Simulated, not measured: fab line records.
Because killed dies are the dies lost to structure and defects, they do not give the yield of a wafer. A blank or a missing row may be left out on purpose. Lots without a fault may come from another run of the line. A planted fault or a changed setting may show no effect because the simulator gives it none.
Tool commonality check	flow nandHarc	11 lots, 33 wafers sampled

WHY IT WAS OPENED
Flagged at NHARC_A_BLC_CD_MEAS_10: reading cdNm, on 2 of 11 lots. Wafers without a fault read 100.2 nm, standard deviation 0.86.
Rule: flag the lot when none of its wafers has a number, or when each of its wafers that has one lies beyond 4 standard deviations from that mean. The rest of the lots are taken to be sound.

lot	measured	on	cdNm (nm), wafer by wafer	flag
L365	day 16 19:13	cdSem-02	100.1 102.2 100.6	
L367	day 17 16:44	cdSem-01	100.8 101.2 100.3	
L366	day 17 18:07	cdSem-02	99.1 98.8 99.5	
L369	day 18 01:12	cdSem-02	99.2 99.7 99.2	
L373	day 18 23:19	cdSem-01	99.3 101.1 100.1	
L371	day 19 19:47	cdSem-03	98.4 98.4 99.6	
L380	day 20 20:11	cdSem-03	115.5 114.0 115.8	FLAGGED
L376	day 21 05:19	cdSem-03	114.8 115.2 113.7	FLAGGED
L384	day 22 00:47	cdSem-02	100.0 100.1 98.7	
L386	day 22 11:51	cdSem-01	101.4 100.2 101.1	
L387	day 22 19:53	cdSem-02	99.7 98.6 99.7	
Average over the flagged lots: 114.8 nm; offset from the usual +14.6 nm, equal to +17 standard deviations.

WHICH TOOL EACH LOT WENT THROUGH
2 process steps preceding the reading are held in the record, out of 1159 steps in the route. Every cell lists first the tool, next ch and the chambers used by the sampled wafers, and last the start.
lot	flag	NHARC_A_CONTACT_STRIP_26	NHARC_A_BLC_PEB_08
L365		rieDiel-04 ch 2,3, day 16 19:08 or earlier	lithoTrack-04 ch 0, day 16 19:08
L367		rieDiel-04 ch 0,1, day 17 16:39 or earlier	lithoTrack-04 ch 0, day 17 16:39
L366		rieDiel-05 ch 0,1,3, day 17 18:02 or earlier	lithoTrack-01 ch 0, day 17 18:02
L369		rieDiel-04 ch 0,1, day 18 01:07 or earlier	lithoTrack-06 ch 0, day 18 01:07
L373		rieDiel-05 ch 0,2, day 18 23:14 or earlier	lithoTrack-04 ch 0, day 18 23:14
L371		rieDiel-04 ch 1,2,3, day 19 19:42 or earlier	lithoTrack-01 ch 0, day 19 19:42
L380	FLAGGED	rieDiel-07 ch 1,2,3, day 20 20:07 or earlier	lithoTrack-04 ch 0, day 20 20:07
L376	FLAGGED	rieDiel-07 ch 0,1,3, day 21 05:14 or earlier	lithoTrack-04 ch 0, day 21 05:14
L384		rieDiel-04 ch 0,1,3, day 22 00:43 or earlier	lithoTrack-06 ch 0, day 22 00:43
L386		rieDiel-04 ch 0,2, day 22 11:46 or earlier	lithoTrack-06 ch 0, day 22 11:46
L387		rieDiel-04 ch 0,1,3, day 22 19:48 or earlier	lithoTrack-01 ch 0, day 22 19:48
What the steps here do:
- NHARC_A_CONTACT_STRIP_26: strips in O2.
- NHARC_A_BLC_PEB_08: peb time 65 s.
- NHARC_A_BLC_CD_MEAS_10: target cd 100 nm.

FLAGGED OVER TOTAL, TOOL BY TOOL (the gauges that took the reading come last)
step	tool	lots run	flagged	share of the flagged lots	sound lots run after its first flagged lot
NHARC_A_CONTACT_STRIP_26	rieDiel-04	7	0	none	-
NHARC_A_CONTACT_STRIP_26	rieDiel-05	2	0	none	-
NHARC_A_CONTACT_STRIP_26	rieDiel-07	2	2	all	0
NHARC_A_BLC_PEB_08	lithoTrack-01	3	0	none	-
NHARC_A_BLC_PEB_08	lithoTrack-04	5	2	all	0
NHARC_A_BLC_PEB_08	lithoTrack-06	3	0	none	-
NHARC_A_BLC_CD_MEAS_10	cdSem-01	3	0	none	-
NHARC_A_BLC_CD_MEAS_10	cdSem-02	5	0	none	-
NHARC_A_BLC_CD_MEAS_10	cdSem-03	3	2	all	0
Because NHARC_A_CONTACT_STRIP_26 lacks a start for some lots, the hours and order of its lots are taken from NHARC_A_BLC_PEB_08.

WHAT THE TABLE ALLOWS
All flagged lots were run by 3 table rows, namely rieDiel-07 at NHARC_A_CONTACT_STRIP_26, lithoTrack-04 at NHARC_A_BLC_PEB_08, cdSem-03 at NHARC_A_BLC_CD_MEAS_10.
- rieDiel-07 at NHARC_A_CONTACT_STRIP_26: 2 of its 2 lots flagged. No sound lot ran on it before its first flagged lot in this sample; the start therefore can't be narrowed down.
- lithoTrack-04 at NHARC_A_BLC_PEB_08: 2 of its 5 lots flagged. Its last sound lot is L373 (day 18 23:14), its first flagged lot L380 (day 20 20:07): a fault that began between those two fits.
- cdSem-03 at NHARC_A_BLC_CD_MEAS_10: 2 of its 3 lots flagged. Its last sound lot is L371 (day 19 19:47), its first flagged lot L380 (day 20 20:11): a fault that began between those two fits.
Because each of these 3 tools fits a fault that began at some hour, counting lots does not separate them. More lots, or a look at what each step does to the wafer, might.

WHAT HAD BEEN PUT IN BY THE SIMULATOR
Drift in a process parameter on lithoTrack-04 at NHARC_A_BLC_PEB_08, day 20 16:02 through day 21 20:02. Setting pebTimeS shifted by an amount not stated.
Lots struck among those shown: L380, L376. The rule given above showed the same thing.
